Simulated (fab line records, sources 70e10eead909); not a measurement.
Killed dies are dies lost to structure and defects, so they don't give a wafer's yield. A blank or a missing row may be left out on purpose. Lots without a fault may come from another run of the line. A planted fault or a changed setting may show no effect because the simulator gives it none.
Which tool did it? | flow nand_harc | 13 lots, 37 wafers sampled, at 5 steps of a route of 1159

WHAT THE GAUGES READ, wafer by wafer
NHARC_P_ZERO_WELL_CD_MEAS_11: target cd 500 nm. Usual: cd_nm 499.6 nm, standard deviation 2.4.
lot  | measured    | on        | cd_nm (nm)        | flag
L607 | day 1 13:08 | cd_sem-01 | 496.4 498.9 497.3 |
L608 | day 1 19:08 | cd_sem-02 | 498.1 499.9 499.2 |
L611 | day 2 13:25 | cd_sem-01 | 498.1 498.4 500.0 |
L616 | day 3 19:14 | cd_sem-02 | 498.5 494.4       |
L618 | day 4 07:19 | cd_sem-02 | 498.6 495.8       |
L620 | day 4 19:14 | cd_sem-03 | 503.4 503.6 503.9 |
L621 | day 5 01:15 | cd_sem-02 | 498.9 496.9 496.6 |
L623 | day 5 13:15 | cd_sem-01 | 501.9 502.9 505.0 |
L626 | day 6 07:14 | cd_sem-02 | 502.0 502.0 499.4 |
L627 | day 6 13:14 | cd_sem-02 | 501.0 498.2 501.9 |
L628 | day 6 19:26 | cd_sem-02 | 495.8 499.2 498.2 |
L629 | day 7 01:17 | cd_sem-03 | 503.4 500.9 496.4 |
L630 | day 7 07:14 | cd_sem-03 | 502.2 500.1 498.8 |

NHARC_END_SORT_01. Usual: killed_at_array 28, standard deviation 11; killed_at_other 0.6, standard deviation 0.85; killed_at_periphery 2.8, standard deviation 2.3; killed_dies 31, standard deviation 11; killed_open 3.1, standard deviation 1.6; killed_short 2.0, standard deviation 1.4.
lot  | measured     | on        | killed_at_array | killed_at_other | killed_at_periphery | killed_dies | killed_open | killed_short | flag
L618 | day 22 11:33 | prober-02 | 24 33           | 0 0             | 396 1               | 420 34      | 1 3         | 2 2          | OFF

WHICH TOOL RAN EACH LOT (tool, then ch and the chambers of the sampled wafers, then the start)
lot  | NHARC_P_STI_ETCH_31               | NHARC_P_GATE_DEP_103           | NHARC_P_GATE_STRIP_76
L607 | rie_diel-05 ch 0,1,2, day 2 12:20 | pecvd-03 ch 0,1, day 4 22:41   | plasma_asher-02 ch 0,1, day 5 14:26
L608 | rie_diel-10 ch 0,1,2, day 2 22:48 | pecvd-03 ch 1,2, day 4 21:50   | plasma_asher-02 ch 0,1, day 5 13:29
L611 | rie_diel-03 ch 0,3, day 3 08:17   | pecvd-04 ch 0,1, day 5 12:53   | plasma_asher-01 ch 0, day 6 03:54
L616 | rie_diel-10 ch 0,3, day 4 16:02   | pecvd-02 ch 2, day 6 20:32     | plasma_asher-01 ch 0, day 7 11:55
L618 | rie_diel-10 ch 1,2, day 5 07:45   | pecvd-03 ch 0, day 7 20:19     | plasma_asher-01 ch 0, day 8 11:35
L620 | rie_diel-05 ch 0,1,2, day 5 16:45 | pecvd-04 ch 0,1,2, day 7 20:43 | plasma_asher-02 ch 0,1, day 8 12:43
L621 | rie_diel-03 ch 1,3, day 6 09:09   | pecvd-03 ch 0,1, day 8 14:44   | plasma_asher-02 ch 1, day 9 06:22
L623 | rie_diel-05 ch 1,2, day 6 09:12   | pecvd-04 ch 0,1,2, day 8 14:40 | plasma_asher-01 ch 0,1, day 9 06:21
L626 | rie_diel-03 ch 0,1,2, day 7 05:25 | pecvd-03 ch 0,1,2, day 9 11:16 | plasma_asher-01 ch 1, day 10 03:00
L627 | rie_diel-10 ch 1,2, day 7 14:16   | pecvd-02 ch 1,2, day 9 18:58   | plasma_asher-01 ch 1, day 10 09:52
L628 | rie_diel-05 ch 1,3, day 7 17:30   | pecvd-03 ch 0,2, day 9 18:19   | plasma_asher-02 ch 0,1, day 10 09:32
L629 | rie_diel-10 ch 0,1,2, day 8 01:37 | pecvd-02 ch 1,2, day 10 09:52  | plasma_asher-01 ch 1, day 11 01:15
L630 | rie_diel-05 ch 1,2,3, day 8 05:13 | pecvd-02 ch 0,2, day 10 10:33  | plasma_asher-02 ch 0,1, day 11 01:50
- NHARC_P_STI_ETCH_31: etches the open film in CF4/CHF3, target depth 108.9 nm, time 54.5 s.
- NHARC_P_GATE_DEP_103: deposits SiON, target thk 30 nm.
- NHARC_P_GATE_STRIP_76: strips in O2.

WHAT THE TOOLS THEMSELVES READ (means of the sampled wafers that have a number; where no wafer has one, the mark that the record gives instead)
NHARC_P_STI_ETCH_31. Usual: chamber_pressure_mTorr 24.999 mTorr, standard deviation 0.022; drypump_motor_current_A 5.7 A, standard deviation 0.37; mfc_ar_sccm 0.008 sccm, standard deviation 0.011; oes_product_au 0.959 a.u., standard deviation 0.017; rf_fwd_power_W 494.8 W, standard deviation 2.2; rf_vpp_V 371.2 V, standard deviation 1.9; run_length_s 75.7 s, standard deviation 0.38; showerhead_plenum_p_Torr 1.59 Torr, standard deviation 0.053; throttle_valve_pct 16.802 %, standard deviation 0.0091.
lot  | tool        | chamber_pressure_mTorr (mTorr) | drypump_motor_current_A (A) | mfc_ar_sccm (sccm) | oes_product_au (a.u.) | rf_fwd_power_W (W) | rf_vpp_V (V) | run_length_s (s) | showerhead_plenum_p_Torr (Torr) | throttle_valve_pct (%) | flag
L607 | rie_diel-05 | 25.008                         | 5.7                         | 0.013              | 0.965                 | 494.7              | 370.8        | 75.9             | 1.58                            | 16.798                 |
L608 | rie_diel-10 | 24.999                         | 5.6                         | 0.005              | 0.974                 | 493.1              | 371.6        | 75.7             | 1.59                            | 16.800                 |
L611 | rie_diel-03 | 24.975                         | 5.2                         | 0.006              | 0.969                 | 493.7              | 373.6        | 75.7             | 1.65                            | 16.814                 |
L616 | rie_diel-10 | 25.004                         | 5.7                         | 0.022              | 0.938                 | -                  | 371.4        | 65.2             | 1.59                            | 16.803                 | OFF
L618 | rie_diel-10 | 24.996                         | 5.6                         | 0.000              | 0.964                 | 494.4              | 372.2        | 69.7             | 1.61                            | 16.793                 | OFF
L620 | rie_diel-05 | 24.989                         | 5.7                         | 0.013              | 0.962                 | 493.7              | 369.6        | 75.4             | 1.58                            | 16.806                 |
L621 | rie_diel-03 | 24.983                         | 5.1                         | 0.000              | 0.964                 | 492.7              | 372.8        | 75.8             | 1.65                            | 16.812                 |
L623 | rie_diel-05 | 25.003                         | 5.9                         | 0.005              | 0.958                 | 496.7              | 369.2        | 75.9             | 1.52                            | 16.795                 |
L626 | rie_diel-03 | 25.011                         | 5.8                         | 0.006              | 0.956                 | 495.6              | 370.3        | 75.8             | 1.57                            | 16.802                 |
L627 | rie_diel-10 | 24.992                         | 5.7                         | 0.000              | 0.925                 | 494.4              | 372.1        | 75.1             | 1.61                            | 16.806                 |
L628 | rie_diel-05 | 24.994                         | 6.4                         | 0.005              | 0.964                 | 496.0              | 371.9        | 76.0             | 1.58                            | 16.803                 |
L629 | rie_diel-10 | 25.016                         | 5.6                         | 0.005              | 0.954                 | 492.7              | 372.2        | 75.7             | 1.59                            | 16.790                 |
L630 | rie_diel-05 | 24.997                         | 6.1                         | 0.005              | 0.973                 | 494.8              | 370.3        | 75.8             | 1.55                            | 16.795                 |

NHARC_P_GATE_DEP_103. Usual: heater_power_w 792 W, standard deviation 120; rf_fwd_power_W 348.6 W, standard deviation 0.97.
lot  | tool     | heater_power_w (W) | rf_fwd_power_W (W) | flag
L607 | pecvd-03 | 763                | 349.2              |
L608 | pecvd-03 | 735                | 349.8              |
L611 | pecvd-04 | 772                | 348.9              |
L616 | pecvd-02 | 967                | 348.9              |
L618 | pecvd-03 | 865                | 347.2              |
L620 | pecvd-04 | 820                | 348.2              |
L621 | pecvd-03 | 903                | 349.4              |
L623 | pecvd-04 | 831                | 348.5              |
L626 | pecvd-03 | 788                | 349.1              |
L627 | pecvd-02 | 776                | 348.6              |
L628 | pecvd-03 | 817                | 348.0              |
L629 | pecvd-02 | 868                | 349.0              |
L630 | pecvd-02 | 726                | 347.1              |

NHARC_P_GATE_STRIP_76. Usual: drypump_motor_current_A 5.5 A, standard deviation 0.42; heater_power_w 379 W, standard deviation 30.
lot  | tool            | drypump_motor_current_A (A) | heater_power_w (W) | flag
L607 | plasma_asher-02 | 5.6                         | 400                |
L608 | plasma_asher-02 | 5.5                         | 398                |
L611 | plasma_asher-01 | 5.3                         | 383                |
L616 | plasma_asher-01 | 5.4                         | 375                |
L618 | plasma_asher-01 | 5.3                         | 381                |
L620 | plasma_asher-02 | 5.8                         | 393                |
L621 | plasma_asher-02 | 5.2                         | 426                |
L623 | plasma_asher-01 | 5.2                         | 349                |
L626 | plasma_asher-01 | 5.1                         | 338                |
L627 | plasma_asher-01 | 5.1                         | 336                |
L628 | plasma_asher-02 | 5.5                         | 412                |
L629 | plasma_asher-01 | 5.1                         | 333                |
L630 | plasma_asher-02 | 5.5                         | 403                |

THE ANSWER, worked out from the rows above alone
Rule: a lot is off if the mean of its wafers that have a number lies more than 3 standard deviations from the usual mean. A lot without any number at a reading at which 4 lots or more have one is off too. The other lots that the step has rows for count as sound. The gauges are gone through in route order, then the tools' own readings, and for those a lot's mean is taken as printed above. The first step at which some lot is off is used, and at that step the reading that is off furthest; a lot without a number counts as furthest.
Off: L618, at NHARC_END_SORT_01 (killed_at_periphery). Neither off nor sound, because the step has no rows for them: L607, L608, L611, L616, L620, L621, L623, L626, L627, L628, L629, L630.
A tool fits if, at a process step before that reading, it ran every lot that is off, and no sound lot after the first of them. The gauges at NHARC_END_SORT_01 aren't tried: what is off there is off at NHARC_P_STI_ETCH_31 too, on other tools, and a gauge's error can't cause that. Can't be told from this: 3 tools fit, rie_diel-10 at NHARC_P_STI_ETCH_31, pecvd-03 at NHARC_P_GATE_DEP_103, plasma_asher-01 at NHARC_P_GATE_STRIP_76.

WHAT THE SIMULATOR HAD PUT IN
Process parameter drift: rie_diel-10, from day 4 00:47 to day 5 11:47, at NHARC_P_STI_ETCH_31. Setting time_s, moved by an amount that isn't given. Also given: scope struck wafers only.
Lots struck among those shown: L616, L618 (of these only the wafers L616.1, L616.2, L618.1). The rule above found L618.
